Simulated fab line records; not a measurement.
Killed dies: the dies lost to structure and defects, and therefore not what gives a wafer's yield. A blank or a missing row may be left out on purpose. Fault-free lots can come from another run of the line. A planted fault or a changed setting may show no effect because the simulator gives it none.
Comparing a struck lot with a sound one ; flow n5 finfet ; 16 steps out of a route of 1938
Sound: wafers L760.3, L760.4, L760.6. Struck: wafer L775.2; the same lot's L775.3 was not struck, so it is left out; see the end for the cause.
Per side, at each step with rows, come the tool, then ch with its chambers, and then its first start. Under that, the readings that differ: sound wafers ; struck wafers ; difference of the means ; sigmas: that difference in standard deviations of wafers without a fault.
alike: a reading whose means differ by less than 2 such deviations, as well as words and numbers matching on both sides. not compared: withheld readings; readings where some wafer has no value; bounds like >300 that might hide an equal value; numbers whose values overlap and for which the record gives no deviation.
Wherever a step has rows on one side only, a row that says differs or no value, or a row with sigmas, the two part there. Non-overlapping numbers with no deviation appear without sigmas and do not part them. Lack of a reading on every wafer of one side parts them only where that side has two or more wafers.

first, 4 steps without rows for these wafers: N5_BEOL_M4_SOFTBAKE_23 (time 60 s); N5_BEOL_M4_EXPOSE_25 (exposes mask V3, defocus 5 nm); N5_BEOL_M4_PEB_26 (peb time 60 s); N5_BEOL_M4_DEVELOP_27 (develop time 30 s).
N5_BEOL_M4_CD_MEAS_28: target cd 26.2 nm, target cd y 24.1 nm.
  sound on cd sem-03 ch 0, day 8 15:55; struck on cd sem-01 ch 0, day 12 23:38
  alike: cd nm
N5_BEOL_M4_OVL_MEAS_29:
  sound on overlay-02 ch 0, day 8 15:56; struck on overlay-01 ch 0, day 12 23:40
  alike: V3_OVL
N5_BEOL_M4_INSPECT_30: inspects for defects (brightfield).
  sound on defect inspect-02, day 8 15:59; struck on defect inspect-02, day 12 23:43
reading;sound;struck;difference;sigmas
raw defect count;621 594 560;388;-204;-2
N5_BEOL_M4_DESCUM_33: chemistry O2, time 7 s.
  sound on rie diel-04 ch 1,2, day 8 16:03; struck on rie diel-03 ch 2, day 12 23:45
reading;sound;struck;difference;sigmas
rf vpp V (V);244.3 241.7 245.3;239.6;-4.2;-3
  alike: bias power w, drypump motor current A, oes product au, showerhead plenum p Torr, throttle valve pct
  not compared: rf hours counter h
N5_BEOL_M4_ETCH_77: etches underlayer in N2/H2, target depth 6.5 nm, time 5.2 s.
  sound on rie diel-04 ch 1,2, day 8 16:05; struck on rie diel-03 ch 2, day 12 23:47
  alike: drypump motor current A, etch rf on time s, oes product au, rf vpp V, showerhead plenum p Torr, throttle valve pct
  not compared: rf hours counter h
N5_BEOL_M4_ETCH_69: etches SiARC in CF4, target depth 15.6 nm, time 26 s.
  sound on rie diel-04 ch 1,2, day 8 16:07; struck on rie diel-03 ch 2, day 12 23:49
  alike: drypump motor current A, etch rf on time s, oes product au, rf vpp V, showerhead plenum p Torr, throttle valve pct
  not compared: rf hours counter h
N5_BEOL_M4_ALD_98: deposits SiO2, target thk 2.5 nm, pulse time 1 s, co reactant pulse time 1 s.
  sound on ald sin-03 ch 0,2,3, day 8 16:27; struck on ald sin-02 ch 2, day 12 23:55
reading;sound;struck;difference;sigmas
heater power w (W);80 75 86;97;+17;+2
precursor pulse height rel;1.008 1.015 1.015;0.958;-0.055;-3
  alike: susceptor temp C
  not compared: since wet clean h
N5_BEOL_M4_ETCHBACK_99: etches SiO2 in CHF3, target depth 5 nm, time 10.4 s.
  sound on rie diel-01 ch 1,2,3, day 9 11:32; struck on rie diel-03 ch 3, day 13 14:41
  alike: drypump motor current A, oes product au, rf vpp V, showerhead plenum p Torr, throttle valve pct
  not compared: rf hours counter h
N5_BEOL_M4_ETCH_70: etches SOC in N2/H2, target depth 80 nm, overetch 24 nm, time 130 s.
  sound on rie diel-01 ch 1,2,3, day 9 11:34; struck on rie diel-03 ch 3, day 13 14:43
reading;sound;struck;difference;sigmas
model.SiARC_of_BEOL_M4_COAT_68.thk nm (nm);5.8 5.8 6.2;7.2;+1.3;
  alike: drypump motor current A, oes product au, rf vpp V, showerhead plenum p Torr, throttle valve pct
  not compared: rf hours counter h
then, 1 step without rows for these wafers: N5_BEOL_M4_STRIP_71 (strips in N2/H2).
N5_BEOL_M4_RC_MEAS_101:
  sound on prober-01 ch 0, day 9 16:58; struck on prober-01 ch 0, day 13 19:15
  alike: DIBL_N, DIBL_P, IOFF_N, IOFF_P, ION_N, ION_P, SS_N, SS_P, VT_N, VT_P
-- here the record skips 5 days between the struck wafers' starts before and after, leaving off in module BEOL_M4 and picking up in module PASSIVATION (first step shown: number 1936 of the route) --
N5_PASSIVATION_PROBE_49:
  sound on prober-01, day 14 11:56; struck on prober-01, day 18 17:20
reading;sound;struck;difference;sigmas
defect limited yield (%);90.2 90.9 90.6;94.1;+3.5;+2
killed dies;116 107 111;70;-41;-2
killed open;78 76 69;41;-33;-3
sort_bin_6_memory (%);3.6 4.0 3.9;1.9;-1.9;-3
sort n pass;1064 1073 1069;1110;+41;+2
sort yield pct (%);90.2 90.9 90.6;94.1;+3.5;+2
  alike: killed_at_M0_to_M3, killed_at_M4_up, killed at contacts, killed at front end, killed at other, killed short, sort_bin_5_function, sort_bin_8_speed

== WHERE THEY PART ==
At N5_BEOL_M4_INSPECT_30 first; at N5_PASSIVATION_PROBE_49 last (within this record only).

WHY: the cause the simulator had injected
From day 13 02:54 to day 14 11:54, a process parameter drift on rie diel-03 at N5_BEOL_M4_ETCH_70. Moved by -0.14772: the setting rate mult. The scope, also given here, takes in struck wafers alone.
